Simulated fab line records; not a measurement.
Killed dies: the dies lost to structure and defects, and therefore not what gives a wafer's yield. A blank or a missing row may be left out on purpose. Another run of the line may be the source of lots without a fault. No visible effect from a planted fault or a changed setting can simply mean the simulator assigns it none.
Which tool was responsible?	flow n5_finfet	Sampling: 8 lots, 24 wafers, 8 of 1938 route steps

WHAT THE GAUGES READ, wafer by wafer
N5_ZERO_LAYER_INSPECT_20: inspects for defects (darkfield).
lot	measured	on	raw_defect_count
L453	day 1 13:16	defect_inspect-01	19 24 26
L455	day 2 01:26	defect_inspect-01	61 30 28
L462	day 3 19:23	defect_inspect-01	788 783 69
L468	day 5 07:23	defect_inspect-01	48 33 30
L469	day 5 13:23	defect_inspect-01	25 20 19
L471	day 6 02:01	defect_inspect-01	31 12 35
L475	day 7 01:15	defect_inspect-02	31 22 58
L476	day 7 07:15	defect_inspect-01	19 40 32

N5_WELL_APT_CD_MEAS_08: the cd target is 200 nm.
lot	measured	on	cd_nm (nm)
L453	day 1 13:34	cd_sem-03	198.3 200.2 197.8
L455	day 2 01:45	cd_sem-03	199.9 197.1 200.8
L462	day 3 19:49	cd_sem-03	203.0 200.1 201.5
L468	day 5 07:42	cd_sem-03	200.0 199.0 199.1
L469	day 5 13:42	cd_sem-01	200.0 197.3 199.2
L471	day 6 02:20	cd_sem-01	202.1 200.5 201.5
L475	day 7 01:41	cd_sem-02	198.4 200.1 200.0
L476	day 7 07:41	cd_sem-02	197.6 199.3 198.2

N5_WELL_APT_INSPECT_10: inspects for defects (macro).
lot	measured	on	raw_defect_count
L453	day 1 13:37	defect_inspect-02	5 2 2
L455	day 2 01:48	defect_inspect-01	5 2 2
L462	day 3 19:52	defect_inspect-01	>300 >300 4
L468	day 5 07:45	defect_inspect-02	3 1 1
L469	day 5 13:45	defect_inspect-01	1 1 0
L471	day 6 02:23	defect_inspect-01	1 1 3
L475	day 7 01:44	defect_inspect-01	2 3 0
L476	day 7 07:44	defect_inspect-01	6 4 2

N5_WELL_APT_INSPECT_38: inspects for defects (darkfield).
lot	measured	on	raw_defect_count
L453	day 1 16:26	defect_inspect-01	22 18 24
L455	day 2 05:50	defect_inspect-02	7 14 10
L462	day 3 22:58	defect_inspect-01	766 754 15
L468	day 5 10:58	defect_inspect-01	8 13 10
L469	day 5 16:43	defect_inspect-01	10 11 12
L471	day 6 05:11	defect_inspect-02	12 17 19
L475	day 7 04:50	defect_inspect-01	12 18 11
L476	day 7 11:40	defect_inspect-01	21 10 10

N5_BEOL_M4_RC_MEAS_101.
lot	measured	on	DIBL_N (mV/V)	DIBL_P (mV/V)	IOFF_N (nA/um)	IOFF_P (nA/um)	ION_N (uA/um)	ION_P (uA/um)	SS_N (mV/dec)	SS_P (mV/dec)	VT_N (mV)	VT_P (mV)
L453	day 7 15:56	prober-01	40.9 39.8 36.5	41.0 39.5 35.0	0.27 0.23 0.16	0.32 0.29 0.23	695 695 669	472 474 465	72.0 72.1 71.2	74.4 74.1 72.4	240 245 252	-242.9 -243.5 -247.3
L455	day 8 23:30	prober-01	36.3 35.8 38.5	37.4 37.5 40.0	0.17 0.16 0.23	0.21 0.22 0.26	683 672 702	462 468 475	71.5 70.7 71.8	73.8 72.9 73.9	248 250 245	-249.2 -247.8 -246.1
L462	day 11 02:52	prober-01	36.3 36.3 39.2	36.1 36.3 39.5	0.17 0.16 0.24	0.20 0.20 0.26	683 686 691	464 464 459	71.6 71.9 72.2	73.7 73.7 74.0	247 249 244	-252.8 -252.5 -249.3
L468	day 12 00:50	prober-02	37.1 34.1 35.4	38.8 35.2 36.9	0.18 0.12 0.13	0.21 0.16 0.17	677 658 653	459 452 448	71.9 70.2 71.9	73.7 72.8 72.6	249 256 256	-252.9 -257.1 -255.8
L469	day 12 11:57	prober-01	35.5 32.1 34.3	34.3 31.1 32.7	0.13 0.09 0.11	0.18 0.13 0.15	662 640 664	454 441 460	70.9 70.4 70.6	72.9 72.0 72.1	255 259 256	-251.6 -256.4 -255.7
L471	day 12 22:46	prober-01	37.1 35.1 37.7	38.5 35.2 38.7	0.16 0.12 0.17	0.23 0.20 0.24	678 664 680	465 463 470	71.7 71.3 71.9	73.3 72.1 73.4	251 257 250	-248.7 -251.2 -249.4
L475	day 14 07:43	prober-02	37.5 37.7 36.6	39.3 39.7 38.0	0.18 0.18 0.16	0.24 0.25 0.23	691 680 685	475 471 474	71.0 72.0 71.1	73.8 74.1 73.4	246 247 246	-246.5 -247.2 -248.1
L476	day 14 06:26	prober-01	37.2 37.9 39.3	37.1 36.6 38.0	0.16 0.16 0.20	0.21 0.21 0.25	673 681 687	457 461 464	71.4 72.1 72.2	73.4 74.0 73.7	250 250 247	-252.4 -252.9 -246.7

WHAT TOOL EACH LOT RAN ON (gives the tool, then ch and the chambers of the sampled wafers, and finally the start)
lot	N5_ZERO_LAYER_PECVD_02	N5_ZERO_LAYER_DESCUM_16	N5_ZERO_LAYER_STRIP_24
L453	pecvd-03 ch 0,1,2, day 1 12:17	rie_diel-03 ch 0,1,3, day 1 12:41	plasma_asher-02 ch 0,1, day 1 12:54
L455	pecvd-02 ch 1,2, day 2 00:28	rie_diel-04 ch 0,1,2, day 2 00:52	plasma_asher-01 ch 0,1, day 2 01:06
L462	pecvd-02 ch 0,1,2, day 3 18:19	rie_diel-04 ch 0,3, day 3 18:48	plasma_asher-02 ch 0,1, day 3 19:02
L468	pecvd-03 ch 0,1,2, day 5 06:19	rie_diel-03 ch 0,3, day 5 06:48	plasma_asher-01 ch 0,1, day 5 07:03
L469	pecvd-01 ch 1,2, day 5 12:17	rie_diel-04 ch 0,1,2, day 5 12:49	plasma_asher-01 ch 0, day 5 13:02
L471	pecvd-01 ch 1,2, day 6 00:17	rie_diel-03 ch 0,1,2, day 6 01:10	plasma_asher-01 ch 0,1, day 6 01:24
L475	pecvd-02 ch 0,1,2, day 7 00:17	rie_diel-02 ch 0,1,2, day 7 00:41	plasma_asher-02 ch 0,1, day 7 00:53
L476	pecvd-03 ch 0,1,2, day 7 06:17	rie_diel-02 ch 2,3, day 7 06:41	plasma_asher-02 ch 0,1, day 7 06:53
- N5_ZERO_LAYER_PECVD_02: deposits SiO2 from SiH4/N2O, target thk 10 nm, time 6 s.
- N5_ZERO_LAYER_DESCUM_16: chemistry O2, time 7.9 s.
- N5_ZERO_LAYER_STRIP_24: strips in O2.

WHAT THE TOOLS THEMSELVES READ (means of the sampled wafers that have a number; where no wafer has one, the mark that the record gives instead)
N5_ZERO_LAYER_PECVD_02.
lot	tool	heater_power_w (W)	showerhead_plenum_p_Torr (Torr)
L453	pecvd-03	780	8.10
L455	pecvd-02	676	8.10
L462	pecvd-02	705	8.15
L468	pecvd-03	796	8.12
L469	pecvd-01	737	7.98
L471	pecvd-01	818	7.99
L475	pecvd-02	778	8.16
L476	pecvd-03	810	8.11

N5_ZERO_LAYER_DESCUM_16.
lot	tool	drypump_motor_current_A (A)	oes_product_au (a.u.)	rf_vpp_V (V)	showerhead_plenum_p_Torr (Torr)	throttle_valve_pct (%)
L453	rie_diel-03	5.7	0.85	243.8	2.11	20.15
L455	rie_diel-04	5.5	0.75	243.7	2.08	20.41
L462	rie_diel-04	5.8	0.80	243.1	2.07	20.49
L468	rie_diel-03	5.8	0.84	242.8	2.08	20.17
L469	rie_diel-04	5.5	0.73	242.8	2.07	20.44
L471	rie_diel-03	5.9	0.82	242.4	2.04	20.22
L475	rie_diel-02	5.9	0.70	243.6	2.10	20.49
L476	rie_diel-02	5.2	0.75	241.6	2.04	20.80

N5_ZERO_LAYER_STRIP_24.
lot	tool	drypump_motor_current_A (A)	heater_power_w (W)	oes_product_au (a.u.)	strip_time_to_endpoint_s (s)
L453	plasma_asher-02	5.64	325	0.650	43.94
L455	plasma_asher-01	5.72	327	0.646	43.95
L462	plasma_asher-02	5.51	333	0.647	43.98
L468	plasma_asher-01	5.53	342	0.648	43.86
L469	plasma_asher-01	5.35	349	0.648	43.93
L471	plasma_asher-01	5.69	326	0.646	43.95
L475	plasma_asher-02	5.50	333	0.641	43.85
L476	plasma_asher-02	5.49	335	0.641	43.84

THE ANSWER, worked out from the rows above alone
Rule: what is usual is taken from the lots themselves. The widest of any qualifying gaps counts: lots, ordered by their means at a reading, are off when they make up no more than a third of the lots, leave a main group of 4 or more, and stand apart from it by 3 or more times the standard deviation of that group's means. A main group whose means are all the same, to the digits that the tables above print for the reading, isn't used. A lot without any number at a reading at which 4 lots or more have one is off too. The other lots that the step has rows for count as sound. The gauges are gone through in route order, then the tools' own readings, and for those a lot's mean is taken as printed above. At the first step where some lot is off, the reading lying furthest off is the one used; lots without a number count as furthest.
Off at N5_ZERO_LAYER_INSPECT_20 (raw_defect_count): L462. The main group: mean 31, standard deviation 6.9.
If a tool, at a process step before that reading, ran all the lots that are off and no sound lot after the first of them, it fits. The gauges at N5_ZERO_LAYER_INSPECT_20 aren't tried: what is off there is off at N5_WELL_APT_CD_MEAS_08 too, on other tools, and a gauge's error can't cause that. No candidate that was tried fits.

WHAT HAD BEEN PUT IN BY THE SIMULATOR
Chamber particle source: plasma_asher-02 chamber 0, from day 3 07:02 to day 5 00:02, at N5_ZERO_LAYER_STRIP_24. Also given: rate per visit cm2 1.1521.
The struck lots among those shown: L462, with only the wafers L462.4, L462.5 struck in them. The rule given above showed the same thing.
